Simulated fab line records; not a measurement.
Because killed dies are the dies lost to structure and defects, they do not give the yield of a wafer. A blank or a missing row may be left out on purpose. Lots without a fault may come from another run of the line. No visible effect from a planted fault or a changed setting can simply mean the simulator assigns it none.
fab line records / flow n5-finfet
[record] lots = 11 wafers = 33 last-day = 19
route steps=1938 shown BEOL_M8@1353
lots that met no fault: from a run of the same line without faults
start-h: the number of hours between the record's first day and the start of the first shown wafer of the lot / wait-h: how many hours have passed since the lot's step before this one / " identical to the entry in the row above / L1.1+2: a single row standing in for several wafers / - no value, or no start given / * or withheld: withheld / < > ~ a bound
route shown NAME@n: names a module that has steps shown in the file, with the first one's number in the route / usual: mean and standard deviation over wafers with no fault / same: alike in all rows / chamber/n: place in a boat / sites: each site's reading / _std_site: the values' standard deviation / _edge_site: mean of outer sites minus mean of inner sites / radius-mm: how far each site lies from the wafer's centre / mask NAME#n: copy n / behind: the tool/chamber that last shaped the wafer / hold: why the lot went on hold/how many hours it stayed there/how the hold came to an end / device: names the non-switching transistor (n, p or np) / end of line: at the end of the route, the tests of the same wafers / for a step that has no rows: nothing shown but its recipe / killed: at the first sort, the dies lost to defects and structure; wafer yield is something else / map: the dies of a wafer, with x for killed, . for not killed, _ for no die there
set.NAME: the setting that was run; set.NAME@STEP: the one run at that earlier step / model.NAME: the simulator's own value behind a step, which no gauge read
steps of the route over a sample of lots; a table a step, a row a wafer
services: a tool's chamber out of use, with start hour (start-h, from the record's first day; less than 0 if before it), hours out, and reason
[[steps]]
[step N5_BEOL_M8_HM_OPEN_17]
[recipe] chemistry = Cl2/BCl3 target-depth-a = 200 overetch-a = 60 target = TiN mask-material = SOC ion-energy-ev = 150 pressure-mtorr = 10 icp-w = 1000 bias-w = 126 Cl2_flow_sccm = 53.25 bcl3-flow-sccm = 21.75 Ar_flow_sccm = 25
[usual] drypump-motor-current-A = 5.94/0.12 oes-product-au = 0.70/0.072 throttle-valve-pct = 21.99/0.26
lot.wafer=L818.1 tool=rie-metal-03 chamber=0 start-h=219.67 wait-h=0.0 drypump-motor-current-A=5.79 oes-product-au=0.79 rf-hours-counter-h=7 throttle-valve-pct=22.34
lot.wafer=L818.3 tool=rie-metal-03 chamber=0 start-h=219.67 wait-h=0.0 drypump-motor-current-A=5.82 oes-product-au=0.79 rf-hours-counter-h=- throttle-valve-pct=22.35
lot.wafer=L818.5 tool=rie-metal-03 chamber=0 start-h=219.67 wait-h=0.0 drypump-motor-current-A=5.78 oes-product-au=0.78 rf-hours-counter-h=- throttle-valve-pct=22.35
lot.wafer=L819.2 tool=rie-metal-01 chamber=1 start-h=234.27 wait-h=0.0 drypump-motor-current-A=5.87 oes-product-au=0.73 rf-hours-counter-h=21 throttle-valve-pct=21.79
lot.wafer=L819.3 tool=rie-metal-01 chamber=0 start-h=234.27 wait-h=0.0 drypump-motor-current-A=6.03 oes-product-au=0.54 rf-hours-counter-h=- throttle-valve-pct=21.87
lot.wafer=L819.6 tool=rie-metal-01 chamber=1 start-h=234.27 wait-h=0.0 drypump-motor-current-A=5.89 oes-product-au=0.73 rf-hours-counter-h=- throttle-valve-pct=21.76
lot.wafer=L829.2 tool=rie-metal-02 chamber=0 start-h=287.30 wait-h=0.0 drypump-motor-current-A=6.15 oes-product-au=0.66 rf-hours-counter-h=52 throttle-valve-pct=22.39
lot.wafer=L829.3 tool=rie-metal-02 chamber=1 start-h=287.30 wait-h=0.0 drypump-motor-current-A=5.79 oes-product-au=0.64 rf-hours-counter-h=- throttle-valve-pct=21.87
lot.wafer=L829.4 tool=rie-metal-02 chamber=0 start-h=287.30 wait-h=0.0 drypump-motor-current-A=6.14 oes-product-au=0.66 rf-hours-counter-h=- throttle-valve-pct=22.38
lot.wafer=L832.1 tool=rie-metal-02 chamber=1 start-h=342.39 wait-h=0.0 drypump-motor-current-A=5.81 oes-product-au=0.64 rf-hours-counter-h=51 throttle-valve-pct=21.86
lot.wafer=L832.2 tool=rie-metal-02 chamber=0 start-h=342.39 wait-h=0.0 drypump-motor-current-A=6.11 oes-product-au=0.64 rf-hours-counter-h=57 throttle-valve-pct=22.41
lot.wafer=L832.4 tool=rie-metal-02 chamber=0 start-h=342.39 wait-h=0.0 drypump-motor-current-A=6.14 oes-product-au=0.65 rf-hours-counter-h=- throttle-valve-pct=22.39
lot.wafer=L834.2 tool=rie-metal-01 chamber=0 start-h=348.25 wait-h=0.0 drypump-motor-current-A=6.05 oes-product-au=0.82 rf-hours-counter-h=1 throttle-valve-pct=21.69
lot.wafer=L834.3 tool=rie-metal-01 chamber=0 start-h=348.25 wait-h=0.0 drypump-motor-current-A=6.03 oes-product-au=0.82 rf-hours-counter-h=- throttle-valve-pct=21.70
lot.wafer=L834.6 tool=rie-metal-01 chamber=0 start-h=348.25 wait-h=0.0 drypump-motor-current-A=6.04 oes-product-au=0.83 rf-hours-counter-h=- throttle-valve-pct=21.72
lot.wafer=L837.3 tool=rie-metal-01 chamber=0 start-h=362.38 wait-h=0.1 drypump-motor-current-A=6.04 oes-product-au=0.81 rf-hours-counter-h=- throttle-valve-pct=21.73
lot.wafer=L837.4 tool=rie-metal-01 chamber=1 start-h=362.38 wait-h=0.1 drypump-motor-current-A=5.87 oes-product-au=0.69 rf-hours-counter-h=- throttle-valve-pct=21.82
lot.wafer=L837.5 tool=rie-metal-01 chamber=0 start-h=362.38 wait-h=0.1 drypump-motor-current-A=6.04 oes-product-au=0.81 rf-hours-counter-h=- throttle-valve-pct=21.71
lot.wafer=L836.1 tool=rie-metal-03 chamber=0 start-h=367.28 wait-h=0.1 drypump-motor-current-A=5.76 oes-product-au=0.74 rf-hours-counter-h=18 throttle-valve-pct=22.36
lot.wafer=L836.2 tool=rie-metal-03 chamber=1 start-h=367.28 wait-h=0.1 drypump-motor-current-A=5.94 oes-product-au=0.72 rf-hours-counter-h=22 throttle-valve-pct=21.88
lot.wafer=L836.6 tool=rie-metal-03 chamber=1 start-h=367.28 wait-h=0.1 drypump-motor-current-A=5.93 oes-product-au=0.72 rf-hours-counter-h=- throttle-valve-pct=21.89
lot.wafer=L838.1 tool=rie-metal-03 chamber=0 start-h=371.11 wait-h=0.0 drypump-motor-current-A=5.77 oes-product-au=0.75 rf-hours-counter-h=19 throttle-valve-pct=22.33
lot.wafer=L838.2 tool=rie-metal-03 chamber=1 start-h=371.11 wait-h=0.0 drypump-motor-current-A=5.95 oes-product-au=0.72 rf-hours-counter-h=22 throttle-valve-pct=21.86
lot.wafer=L838.3 tool=rie-metal-03 chamber=1 start-h=371.11 wait-h=0.0 drypump-motor-current-A=5.95 oes-product-au=0.72 rf-hours-counter-h=- throttle-valve-pct=21.86
lot.wafer=L835.1 tool=rie-metal-02 chamber=1 start-h=371.17 wait-h=0.0 drypump-motor-current-A=5.82 oes-product-au=0.63 rf-hours-counter-h=53 throttle-valve-pct=21.88
lot.wafer=L835.3 tool=rie-metal-02 chamber=1 start-h=371.17 wait-h=0.0 drypump-motor-current-A=5.80 oes-product-au=0.62 rf-hours-counter-h=- throttle-valve-pct=21.88
lot.wafer=L835.6 tool=rie-metal-02 chamber=1 start-h=371.17 wait-h=0.0 drypump-motor-current-A=5.81 oes-product-au=0.63 rf-hours-counter-h=- throttle-valve-pct=21.86
lot.wafer=L841.1 tool=rie-metal-03 chamber=0 start-h=384.73 wait-h=0.0 drypump-motor-current-A=5.78 oes-product-au=0.74 rf-hours-counter-h=19 throttle-valve-pct=22.36
lot.wafer=L841.2 tool=rie-metal-03 chamber=1 start-h=384.73 wait-h=0.0 drypump-motor-current-A=5.96 oes-product-au=0.71 rf-hours-counter-h=23 throttle-valve-pct=21.86
lot.wafer=L841.5 tool=rie-metal-03 chamber=1 start-h=384.73 wait-h=0.0 drypump-motor-current-A=5.96 oes-product-au=0.72 rf-hours-counter-h=- throttle-valve-pct=21.88
lot.wafer=L839.4 tool=rie-metal-02 chamber=0 start-h=385.21 wait-h=0.1 drypump-motor-current-A=6.16 oes-product-au=0.65 rf-hours-counter-h=- throttle-valve-pct=22.38
lot.wafer=L839.5 tool=rie-metal-02 chamber=1 start-h=385.21 wait-h=0.1 drypump-motor-current-A=5.83 oes-product-au=0.64 rf-hours-counter-h=- throttle-valve-pct=21.85
lot.wafer=L839.6 tool=rie-metal-02 chamber=0 start-h=385.21 wait-h=0.1 drypump-motor-current-A=6.10 oes-product-au=0.64 rf-hours-counter-h=- throttle-valve-pct=22.40
[step N5_BEOL_M8_CD_MEAS_18]
[recipe] pitch-nm = 80 target-cd-nm = 40
[usual] cd-nm = 39.7/0.52
lot.wafer=L818.1 tool=cd-sem-01 chamber=- start-h=219.85 wait-h=0.0 cd-nm=39.1
lot.wafer=L818.3 tool=cd-sem-01 chamber=- start-h=219.85 wait-h=0.0 cd-nm=39.2
lot.wafer=L818.5 tool=cd-sem-01 chamber=- start-h=219.85 wait-h=0.0 cd-nm=38.7
lot.wafer=L819.2 tool=cd-sem-02 chamber=- start-h=234.46 wait-h=0.1 cd-nm=39.7
lot.wafer=L819.3 tool=cd-sem-02 chamber=- start-h=234.46 wait-h=0.1 cd-nm=40.1
lot.wafer=L819.6 tool=cd-sem-02 chamber=- start-h=234.46 wait-h=0.1 cd-nm=40.1
lot.wafer=L829.2 tool=cd-sem-01 chamber=- start-h=287.48 wait-h=0.1 cd-nm=39.8
lot.wafer=L829.3 tool=cd-sem-01 chamber=- start-h=287.48 wait-h=0.1 cd-nm=39.8
lot.wafer=L829.4 tool=cd-sem-01 chamber=- start-h=287.48 wait-h=0.1 cd-nm=40.0
lot.wafer=L832.1 tool=cd-sem-03 chamber=- start-h=342.57 wait-h=0.0 cd-nm=39.0
lot.wafer=L832.2 tool=cd-sem-03 chamber=- start-h=342.57 wait-h=0.0 cd-nm=39.5
lot.wafer=L832.4 tool=cd-sem-03 chamber=- start-h=342.57 wait-h=0.0 cd-nm=39.6
lot.wafer=L834.2 tool=cd-sem-02 chamber=- start-h=348.43 wait-h=0.1 cd-nm=40.2
lot.wafer=L834.3 tool=cd-sem-02 chamber=- start-h=348.43 wait-h=0.1 cd-nm=39.6
lot.wafer=L834.6 tool=cd-sem-02 chamber=- start-h=348.43 wait-h=0.1 cd-nm=40.3
lot.wafer=L837.3 tool=cd-sem-03 chamber=- start-h=362.59 wait-h=0.1 cd-nm=40.8
lot.wafer=L837.4 tool=cd-sem-03 chamber=- start-h=362.59 wait-h=0.1 cd-nm=40.3
lot.wafer=L837.5 tool=cd-sem-03 chamber=- start-h=362.59 wait-h=0.1 cd-nm=40.1
lot.wafer=L836.1 tool=cd-sem-02 chamber=- start-h=367.46 wait-h=0.0 cd-nm=39.3
lot.wafer=L836.2 tool=cd-sem-02 chamber=- start-h=367.46 wait-h=0.0 cd-nm=39.9
lot.wafer=L836.6 tool=cd-sem-02 chamber=- start-h=367.46 wait-h=0.0 cd-nm=40.1
lot.wafer=L838.1 tool=cd-sem-01 chamber=- start-h=371.29 wait-h=0.0 cd-nm=40.2
lot.wafer=L838.2 tool=cd-sem-01 chamber=- start-h=371.29 wait-h=0.0 cd-nm=40.3
lot.wafer=L838.3 tool=cd-sem-01 chamber=- start-h=371.29 wait-h=0.0 cd-nm=39.4
lot.wafer=L835.1 tool=cd-sem-02 chamber=- start-h=371.35 wait-h=0.0 cd-nm=38.3
lot.wafer=L835.3 tool=cd-sem-02 chamber=- start-h=371.35 wait-h=0.0 cd-nm=38.5
lot.wafer=L835.6 tool=cd-sem-02 chamber=- start-h=371.35 wait-h=0.0 cd-nm=39.5
lot.wafer=L841.1 tool=cd-sem-03 chamber=- start-h=384.93 wait-h=0.0 cd-nm=39.7
lot.wafer=L841.2 tool=cd-sem-03 chamber=- start-h=384.93 wait-h=0.0 cd-nm=39.5
lot.wafer=L841.5 tool=cd-sem-03 chamber=- start-h=384.93 wait-h=0.0 cd-nm=39.6
lot.wafer=L839.4 tool=cd-sem-01 chamber=- start-h=385.37 wait-h=0.1 cd-nm=40.5
lot.wafer=L839.5 tool=cd-sem-01 chamber=- start-h=385.37 wait-h=0.1 cd-nm=40.5
lot.wafer=L839.6 tool=cd-sem-01 chamber=- start-h=385.37 wait-h=0.1 cd-nm=39.6
[step N5_BEOL_M8_OVL_MEAS_29]
[recipe] points-per-wafer = 522
[usual] V7_OVL = 0.4/0.6
lot.wafer=L818.1 tool=overlay-01 chamber=0 start-h=224.89 wait-h=0.0 V7_OVL[nm]=-0.1
lot.wafer=L818.3 tool=overlay-01 chamber=0 start-h=224.89 wait-h=0.0 V7_OVL[nm]=-1.0
lot.wafer=L818.5 tool=overlay-01 chamber=0 start-h=224.89 wait-h=0.0 V7_OVL[nm]=0.2
lot.wafer=L819.2 tool=overlay-02 chamber=0 start-h=239.42 wait-h=0.0 V7_OVL[nm]=-0.6
lot.wafer=L819.3 tool=overlay-02 chamber=0 start-h=239.42 wait-h=0.0 V7_OVL[nm]=-0.3
lot.wafer=L819.6 tool=overlay-02 chamber=0 start-h=239.42 wait-h=0.0 V7_OVL[nm]=-0.8
lot.wafer=L829.2 tool=overlay-02 chamber=0 start-h=289.11 wait-h=0.0 V7_OVL[nm]=0.7
lot.wafer=L829.3 tool=overlay-02 chamber=0 start-h=289.11 wait-h=0.0 V7_OVL[nm]=1.3
lot.wafer=L829.4 tool=overlay-02 chamber=0 start-h=289.11 wait-h=0.0 V7_OVL[nm]=0.8
lot.wafer=L832.1 tool=overlay-02 chamber=0 start-h=343.03 wait-h=0.0 V7_OVL[nm]=0.4
lot.wafer=L832.2 tool=overlay-02 chamber=0 start-h=343.03 wait-h=0.0 V7_OVL[nm]=1.5
lot.wafer=L832.4 tool=overlay-02 chamber=0 start-h=343.03 wait-h=0.0 V7_OVL[nm]=0.7
lot.wafer=L834.2 tool=overlay-01 chamber=0 start-h=349.71 wait-h=0.0 V7_OVL[nm]=0.5
lot.wafer=L834.3 tool=overlay-01 chamber=0 start-h=349.71 wait-h=0.0 V7_OVL[nm]=1.0
lot.wafer=L834.6 tool=overlay-01 chamber=0 start-h=349.71 wait-h=0.0 V7_OVL[nm]=0.7
lot.wafer=L837.3 tool=overlay-01 chamber=0 start-h=365.37 wait-h=0.0 V7_OVL[nm]=0.2
lot.wafer=L837.4 tool=overlay-01 chamber=0 start-h=365.37 wait-h=0.0 V7_OVL[nm]=0.4
lot.wafer=L837.5 tool=overlay-01 chamber=0 start-h=365.37 wait-h=0.0 V7_OVL[nm]=1.1
lot.wafer=L836.1 tool=overlay-01 chamber=0 start-h=367.92 wait-h=0.0 V7_OVL[nm]=0.1
lot.wafer=L836.2 tool=overlay-01 chamber=0 start-h=367.92 wait-h=0.0 V7_OVL[nm]=0.1
lot.wafer=L836.6 tool=overlay-01 chamber=0 start-h=367.92 wait-h=0.0 V7_OVL[nm]=0.5
lot.wafer=L835.1 tool=overlay-01 chamber=0 start-h=372.61 wait-h=0.0 V7_OVL[nm]=1.2
lot.wafer=L835.3 tool=overlay-01 chamber=0 start-h=372.61 wait-h=0.0 V7_OVL[nm]=0.8
lot.wafer=L835.6 tool=overlay-01 chamber=0 start-h=372.61 wait-h=0.0 V7_OVL[nm]=0.9
lot.wafer=L838.1 tool=overlay-01 chamber=0 start-h=372.83 wait-h=0.0 V7_OVL[nm]=0.8
lot.wafer=L838.2 tool=overlay-01 chamber=0 start-h=372.83 wait-h=0.0 V7_OVL[nm]=0.7
lot.wafer=L838.3 tool=overlay-01 chamber=0 start-h=372.83 wait-h=0.0 V7_OVL[nm]=0.5
lot.wafer=L841.1 tool=overlay-01 chamber=0 start-h=385.30 wait-h=0.0 V7_OVL[nm]=0.1
lot.wafer=L841.2 tool=overlay-01 chamber=0 start-h=385.30 wait-h=0.0 V7_OVL[nm]=1.6
lot.wafer=L841.5 tool=overlay-01 chamber=0 start-h=385.30 wait-h=0.0 V7_OVL[nm]=1.7
lot.wafer=L839.4 tool=overlay-02 chamber=0 start-h=385.72 wait-h=0.0 V7_OVL[nm]=-0.4
lot.wafer=L839.5 tool=overlay-02 chamber=0 start-h=385.72 wait-h=0.0 V7_OVL[nm]=-1.0
lot.wafer=L839.6 tool=overlay-02 chamber=0 start-h=385.72 wait-h=0.0 V7_OVL[nm]=-1.4
[step N5_BEOL_M8_ETCH_66]
[recipe] chemistry = N2/H2 target = SOC target-depth-a = 800 overetch-a = 160 mask-material = SiARC temp-c = 40 time-s = 120 ion-energy-ev = 200 pressure-mtorr = 30 source-w = 840 bias-w = 150 n2-flow-sccm = 200 h2-flow-sccm = 200
[usual] drypump-motor-current-A = 5.8/0.51 oes-product-au = 0.61/0.059 rf-fwd-power-W = 835.7/2.7 rf-vpp-V = 523.5/1.8 showerhead-plenum-p-Torr = 2.53/0.054 throttle-valve-pct = 17.87/0.28
lot.wafer=L818.1 tool=rie-diel-04 chamber=0 start-h=225.20 wait-h=0.0 drypump-motor-current-A=6.2 oes-product-au=0.71 rf-fwd-power-W=833.9 rf-hours-counter-h=10 rf-vpp-V=525.9 showerhead-plenum-p-Torr=2.60 throttle-valve-pct=17.56
lot.wafer=L818.3 tool=rie-diel-04 chamber=2 start-h=225.20 wait-h=0.0 drypump-motor-current-A=5.6 oes-product-au=0.54 rf-fwd-power-W=835.6 rf-hours-counter-h=199 rf-vpp-V=521.9 showerhead-plenum-p-Torr=2.52 throttle-valve-pct=18.16
lot.wafer=L818.5 tool=rie-diel-04 chamber=3 start-h=225.20 wait-h=0.0 drypump-motor-current-A=5.6 oes-product-au=0.67 rf-fwd-power-W=837.8 rf-hours-counter-h=- rf-vpp-V=526.2 showerhead-plenum-p-Torr=2.60 throttle-valve-pct=17.78
lot.wafer=L819.2 tool=rie-diel-01 chamber=0 start-h=239.81 wait-h=0.0 drypump-motor-current-A=6.6 oes-product-au=0.64 rf-fwd-power-W=835.3 rf-hours-counter-h=75 rf-vpp-V=523.3 showerhead-plenum-p-Torr=2.47 throttle-valve-pct=17.77
lot.wafer=L819.3 tool=rie-diel-01 chamber=3 start-h=239.81 wait-h=0.0 drypump-motor-current-A=5.2 oes-product-au=0.57 rf-fwd-power-W=837.2 rf-hours-counter-h=150 rf-vpp-V=524.5 showerhead-plenum-p-Torr=2.55 throttle-valve-pct=18.16
lot.wafer=L819.6 tool=rie-diel-01 chamber=1 start-h=239.81 wait-h=0.0 drypump-motor-current-A=5.6 oes-product-au=0.56 rf-fwd-power-W=836.2 rf-hours-counter-h=- rf-vpp-V=522.5 showerhead-plenum-p-Torr=2.53 throttle-valve-pct=18.10
lot.wafer=L829.2 tool=rie-diel-04 chamber=0 start-h=289.28 wait-h=0.0 drypump-motor-current-A=6.2 oes-product-au=0.67 rf-fwd-power-W=1036.7 rf-hours-counter-h=29 rf-vpp-V=487.9 showerhead-plenum-p-Torr=2.60 throttle-valve-pct=17.57
lot.wafer=L829.3 tool=rie-diel-04 chamber=1 start-h=289.28 wait-h=0.0 drypump-motor-current-A=6.2 oes-product-au=0.69 rf-fwd-power-W=829.6 rf-hours-counter-h=25 rf-vpp-V=522.9 showerhead-plenum-p-Torr=2.48 throttle-valve-pct=17.60
lot.wafer=L829.4 tool=rie-diel-04 chamber=3 start-h=289.28 wait-h=0.0 drypump-motor-current-A=5.5 oes-product-au=0.65 rf-fwd-power-W=838.1 rf-hours-counter-h=- rf-vpp-V=526.5 showerhead-plenum-p-Torr=2.59 throttle-valve-pct=17.79
lot.wafer=L832.1 tool=rie-diel-01 chamber=2 start-h=343.20 wait-h=0.0 drypump-motor-current-A=5.0 oes-product-au=0.67 rf-fwd-power-W=833.9 rf-hours-counter-h=41 rf-vpp-V=523.8 showerhead-plenum-p-Torr=2.58 throttle-valve-pct=17.37
lot.wafer=L832.2 tool=rie-diel-01 chamber=1 start-h=343.20 wait-h=0.0 drypump-motor-current-A=5.6 oes-product-au=0.54 rf-fwd-power-W=830.6 rf-hours-counter-h=227 rf-vpp-V=521.6 showerhead-plenum-p-Torr=2.51 throttle-valve-pct=18.15
lot.wafer=L832.4 tool=rie-diel-01 chamber=3 start-h=343.20 wait-h=0.0 drypump-motor-current-A=5.2 oes-product-au=0.55 rf-fwd-power-W=834.0 rf-hours-counter-h=187 rf-vpp-V=523.2 showerhead-plenum-p-Torr=2.54 throttle-valve-pct=18.22
lot.wafer=L834.2 tool=rie-diel-01 chamber=1 start-h=349.90 wait-h=0.0 drypump-motor-current-A=5.7 oes-product-au=0.55 rf-fwd-power-W=837.2 rf-hours-counter-h=229 rf-vpp-V=522.8 showerhead-plenum-p-Torr=2.51 throttle-valve-pct=18.15
lot.wafer=L834.3 tool=rie-diel-01 chamber=3 start-h=349.90 wait-h=0.0 drypump-motor-current-A=5.2 oes-product-au=0.55 rf-fwd-power-W=834.3 rf-hours-counter-h=189 rf-vpp-V=522.9 showerhead-plenum-p-Torr=2.54 throttle-valve-pct=18.23
lot.wafer=L834.6 tool=rie-diel-01 chamber=0 start-h=349.90 wait-h=0.0 drypump-motor-current-A=6.5 oes-product-au=0.61 rf-fwd-power-W=834.9 rf-hours-counter-h=- rf-vpp-V=521.5 showerhead-plenum-p-Torr=2.46 throttle-valve-pct=17.85
lot.wafer=L837.3 tool=rie-diel-05 chamber=1 start-h=366.03 wait-h=0.1 drypump-motor-current-A=6.6 oes-product-au=0.56 rf-fwd-power-W=836.0 rf-hours-counter-h=- rf-vpp-V=525.0 showerhead-plenum-p-Torr=2.53 throttle-valve-pct=17.87
lot.wafer=L837.4 tool=rie-diel-05 chamber=3 start-h=366.03 wait-h=0.1 drypump-motor-current-A=6.0 oes-product-au=0.58 rf-fwd-power-W=837.6 rf-hours-counter-h=- rf-vpp-V=520.8 showerhead-plenum-p-Torr=2.43 throttle-valve-pct=18.02
lot.wafer=L837.5 tool=rie-diel-05 chamber=3 start-h=366.03 wait-h=0.1 drypump-motor-current-A=6.0 oes-product-au=0.58 rf-fwd-power-W=839.9 rf-hours-counter-h=- rf-vpp-V=520.0 showerhead-plenum-p-Torr=2.43 throttle-valve-pct=18.03
lot.wafer=L836.1 tool=rie-diel-04 chamber=1 start-h=368.10 wait-h=0.0 drypump-motor-current-A=6.2 oes-product-au=0.65 rf-fwd-power-W=832.6 rf-hours-counter-h=50 rf-vpp-V=522.9 showerhead-plenum-p-Torr=2.47 throttle-valve-pct=17.61
lot.wafer=L836.2 tool=rie-diel-04 chamber=3 start-h=368.10 wait-h=0.0 drypump-motor-current-A=5.6 oes-product-au=0.63 rf-fwd-power-W=840.8 rf-hours-counter-h=81 rf-vpp-V=526.1 showerhead-plenum-p-Torr=2.58 throttle-valve-pct=17.84
lot.wafer=L836.6 tool=rie-diel-04 chamber=2 start-h=368.10 wait-h=0.0 drypump-motor-current-A=5.6 oes-product-au=0.52 rf-fwd-power-W=837.4 rf-hours-counter-h=- rf-vpp-V=523.4 showerhead-plenum-p-Torr=2.50 throttle-valve-pct=18.24
lot.wafer=L835.1 tool=rie-diel-04 chamber=0 start-h=372.78 wait-h=0.0 drypump-motor-current-A=6.2 oes-product-au=0.64 rf-fwd-power-W=835.0 rf-hours-counter-h=55 rf-vpp-V=524.7 showerhead-plenum-p-Torr=2.58 throttle-valve-pct=17.64
lot.wafer=L835.3 tool=rie-diel-04 chamber=3 start-h=372.78 wait-h=0.0 drypump-motor-current-A=5.5 oes-product-au=0.62 rf-fwd-power-W=835.5 rf-hours-counter-h=83 rf-vpp-V=525.4 showerhead-plenum-p-Torr=2.58 throttle-valve-pct=17.84
lot.wafer=L835.6 tool=rie-diel-04 chamber=2 start-h=372.78 wait-h=0.0 drypump-motor-current-A=5.5 oes-product-au=0.52 rf-fwd-power-W=835.8 rf-hours-counter-h=- rf-vpp-V=522.7 showerhead-plenum-p-Torr=2.50 throttle-valve-pct=18.25
lot.wafer=L838.1 tool=rie-diel-01 chamber=3 start-h=373.25 wait-h=0.0 drypump-motor-current-A=5.2 oes-product-au=0.55 rf-fwd-power-W=832.9 rf-hours-counter-h=198 rf-vpp-V=522.8 showerhead-plenum-p-Torr=2.53 throttle-valve-pct=18.24
lot.wafer=L838.2 tool=rie-diel-01 chamber=0 start-h=373.25 wait-h=0.0 drypump-motor-current-A=6.5 oes-product-au=0.59 rf-fwd-power-W=836.5 rf-hours-counter-h=122 rf-vpp-V=521.4 showerhead-plenum-p-Torr=2.46 throttle-valve-pct=17.85
lot.wafer=L838.3 tool=rie-diel-01 chamber=1 start-h=373.25 wait-h=0.0 drypump-motor-current-A=5.7 oes-product-au=0.54 rf-fwd-power-W=835.5 rf-hours-counter-h=237 rf-vpp-V=523.8 showerhead-plenum-p-Torr=2.51 throttle-valve-pct=18.17
lot.wafer=L841.1 tool=rie-diel-01 chamber=2 start-h=385.55 wait-h=0.0 drypump-motor-current-A=5.0 oes-product-au=0.66 rf-fwd-power-W=833.3 rf-hours-counter-h=55 rf-vpp-V=525.7 showerhead-plenum-p-Torr=2.57 throttle-valve-pct=17.39
lot.wafer=L841.2 tool=rie-diel-01 chamber=3 start-h=385.55 wait-h=0.0 drypump-motor-current-A=5.2 oes-product-au=0.55 rf-fwd-power-W=832.6 rf-hours-counter-h=203 rf-vpp-V=524.6 showerhead-plenum-p-Torr=2.53 throttle-valve-pct=18.26
lot.wafer=L841.5 tool=rie-diel-01 chamber=0 start-h=385.55 wait-h=0.0 drypump-motor-current-A=6.5 oes-product-au=0.60 rf-fwd-power-W=837.3 rf-hours-counter-h=- rf-vpp-V=520.8 showerhead-plenum-p-Torr=2.45 throttle-valve-pct=17.87
lot.wafer=L839.4 tool=rie-diel-04 chamber=1 start-h=385.88 wait-h=0.0 drypump-motor-current-A=6.2 oes-product-au=0.64 rf-fwd-power-W=833.2 rf-hours-counter-h=55 rf-vpp-V=520.5 showerhead-plenum-p-Torr=2.47 throttle-valve-pct=17.63
lot.wafer=L839.5 tool=rie-diel-04 chamber=0 start-h=385.88 wait-h=0.0 drypump-motor-current-A=6.2 oes-product-au=0.63 rf-fwd-power-W=834.4 rf-hours-counter-h=- rf-vpp-V=523.3 showerhead-plenum-p-Torr=2.58 throttle-valve-pct=17.63
lot.wafer=L839.6 tool=rie-diel-04 chamber=3 start-h=385.88 wait-h=0.0 drypump-motor-current-A=5.5 oes-product-au=0.63 rf-fwd-power-W=838.1 rf-hours-counter-h=- rf-vpp-V=526.1 showerhead-plenum-p-Torr=2.57 throttle-valve-pct=17.86
[[services]]
tool=rie-diel-01 chamber=2 start-h=204.69 hours=- kind=clean
tool=rie-diel-01 chamber=2 start-h=204.69 hours=- kind=consumable-replace:focus-ring
tool=rie-diel-01 chamber=2 start-h=204.69 hours=23.2 kind=scheduled-down
tool=rie-diel-01 chamber=2 start-h=204.69 hours=23.2 kind=vent-cycle
tool=rie-metal-02 chamber=0 start-h=207.82 hours=1.5 kind=repair
tool=rie-diel-04 chamber=0 start-h=214.62 hours=7.9 kind=repair
tool=rie-diel-05 chamber=- start-h=236.95 hours=2.4 kind=repair
tool=rie-metal-01 chamber=- start-h=239.29 hours=14.6 kind=pm
tool=rie-metal-03 chamber=0 start-h=249.06 hours=38.5 kind=repair
tool=rie-metal-01 chamber=0 start-h=283.97 hours=2.3 kind=repair
tool=rie-diel-04 chamber=2 start-h=287.32 hours=7.5 kind=repair
tool=rie-diel-04 chamber=2 start-h=308.08 hours=5.8 kind=repair
tool=rie-metal-01 chamber=0 start-h=308.48 hours=- kind=clean
tool=rie-metal-01 chamber=0 start-h=308.48 hours=14.4 kind=scheduled-down
tool=rie-metal-01 chamber=0 start-h=308.48 hours=14.4 kind=vent-cycle
tool=rie-diel-05 chamber=2 start-h=313.06 hours=5.9 kind=repair
tool=rie-diel-04 chamber=2 start-h=326.28 hours=1.8 kind=repair
tool=rie-diel-05 chamber=2 start-h=352.26 hours=- kind=clean
tool=rie-diel-05 chamber=2 start-h=352.26 hours=- kind=consumable-replace:focus-ring
tool=rie-diel-05 chamber=2 start-h=352.26 hours=21.1 kind=scheduled-down
tool=rie-diel-05 chamber=2 start-h=352.26 hours=21.1 kind=vent-cycle
[[key]]
[first-sign] step = N5_BEOL_M8_ETCH_66 reading = rf-fwd-power-W direction = up sigmas = 74 usual = * struck = *
[effect] step = N5_BEOL_M8_ETCH_66 reading = rf-vpp-V direction = down sigmas = 20 usual = 523.5 struck = 487.9
met-at N5_BEOL_M8_ETCH_66
struck-lots L829
struck-wafers L829.2
not-acting-at N5_BEOL_M8_HM_OPEN_17,N5_BEOL_M8_CD_MEAS_18,N5_BEOL_M8_OVL_MEAS_29
onset-between 225.20 289.28
[fault] kind = process-parameter-drift tool = rie-diel-04 chamber = 0 onset-h = 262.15 steps = N5_BEOL_M8_ETCH_66 channel = source-w offset = 201.6 shape = step end-h = 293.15 acts-in = these-recipes-only stated = 840
